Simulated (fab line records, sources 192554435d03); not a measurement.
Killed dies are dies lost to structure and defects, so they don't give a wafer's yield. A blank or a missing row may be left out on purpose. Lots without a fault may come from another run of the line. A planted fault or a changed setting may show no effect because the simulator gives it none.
Chamber matching | flow n5_finfet | N5_BEOL_M11_DESCUM_33 on rie_diel-06: 4 sister chambers
The step chemistry O2, time 7.9 s. 24 wafers are shown with their chamber, then 12 later ones without.

WAFERS WITH THEIR CHAMBER
wafer  | chamber | showerhead_plenum_p_Torr (Torr) | throttle_valve_pct (%) | drypump_motor_current_A (A)
L076.3 | 1       | 2.04                            | 20.53                  | 6.2
L076.4 | 3       | 2.02                            | 20.60                  | 5.9
L076.5 | 3       | 2.02                            | 20.59                  | 6.0
L079.1 | 1       | 2.04                            | 20.52                  | 6.2
L079.2 | 3       | 2.02                            | 20.59                  | 6.0
L079.3 | 2       | 2.11                            | 19.98                  | 5.9
L083.1 | 2       | 2.11                            | 19.97                  | 5.9
L083.3 | 3       | 2.02                            | 20.61                  | 6.0
L083.4 | 1       | 2.04                            | 20.53                  | 6.2
L081.2 | 1       | 2.04                            | 20.54                  | 6.2
L081.3 | 2       | 2.11                            | 19.99                  | 5.9
L081.5 | 3       | 2.02                            | 20.62                  | 6.0
L082.1 | 0       | 2.23                            | 20.11                  | 5.4
L082.4 | 1       | 2.04                            | 20.55                  | 6.2
L082.6 | 2       | 2.11                            | 19.99                  | 5.9
L085.1 | 1       | 2.04                            | 20.57                  | 6.2
L085.2 | 0       | 2.23                            | 20.13                  | 5.5
L085.3 | 2       | 2.11                            | 19.99                  | 5.9
L086.3 | 3       | 2.01                            | 20.63                  | 5.9
L086.4 | 1       | 2.04                            | 20.57                  | 6.2
L086.6 | 3       | 2.01                            | 20.63                  | 5.9
L087.2 | 3       | 2.01                            | 20.63                  | 6.0
L087.3 | 1       | 2.03                            | 20.56                  | 6.2
L087.4 | 0       | 2.23                            | 20.13                  | 5.5

SIGNATURES (means of the wafers above)
reading                  | chamber 0 | chamber 1 | chamber 2 | chamber 3 | scatter within a chamber
showerhead_plenum_p_Torr | 2.2300    | 2.0387    | 2.1100    | 2.0162    | 0.00371
throttle_valve_pct       | 20.1233   | 20.5463   | 19.9840   | 20.6125   | 0.0163
drypump_motor_current_A  | 5.467     | 6.200     | 5.900     | 5.963     | 0.0356
Rule: a wafer's distance from a chamber is the root of the sum, over the readings, of the square of ((its reading less the chamber's mean) divided by the reading's scatter). The wafer belongs to the nearest chamber; if the next one is less than 2 further off, it can't be placed. The scatter: the root of (the sum of the squares of (reading less its chamber's mean) over the shown wafers, divided by (wafers less chambers)).

WAFERS WITHOUT THEIR CHAMBER
wafer  | showerhead_plenum_p_Torr (Torr) | throttle_valve_pct (%) | drypump_motor_current_A (A)
L091.1 | 2.01                            | 20.65                  | 6.0
L091.5 | 2.03                            | 20.58                  | 6.2
L091.6 | 2.10                            | 20.02                  | 5.9
L094.2 | 2.01                            | 20.64                  | 6.0
L094.3 | 2.10                            | 20.03                  | 5.9
L094.5 | 2.10                            | 20.01                  | 5.9
L096.1 | 2.01                            | 20.64                  | 6.0
L096.4 | 2.03                            | 20.58                  | 6.2
L096.6 | 2.10                            | 20.03                  | 5.9
L097.2 | 2.10                            | 20.04                  | 5.9
L097.5 | 2.03                            | 20.60                  | 6.2
L097.6 | 2.10                            | 20.03                  | 5.9

WHICH CHAMBER EACH WENT THROUGH
wafer  | from the rows above | in truth
L091.1 | 3                   | 3
L091.5 | 1                   | 1
L091.6 | 2                   | 2
L094.2 | 3                   | 3
L094.3 | 2                   | 2
L094.5 | 2                   | 2
L096.1 | 3                   | 3
L096.4 | 1                   | 1
L096.6 | 2                   | 2
L097.2 | 2                   | 2
L097.5 | 1                   | 1
L097.6 | 2                   | 2
Placed correctly: 12 of 12. Can't be placed from these rows: 0. Placed wrongly: 0.
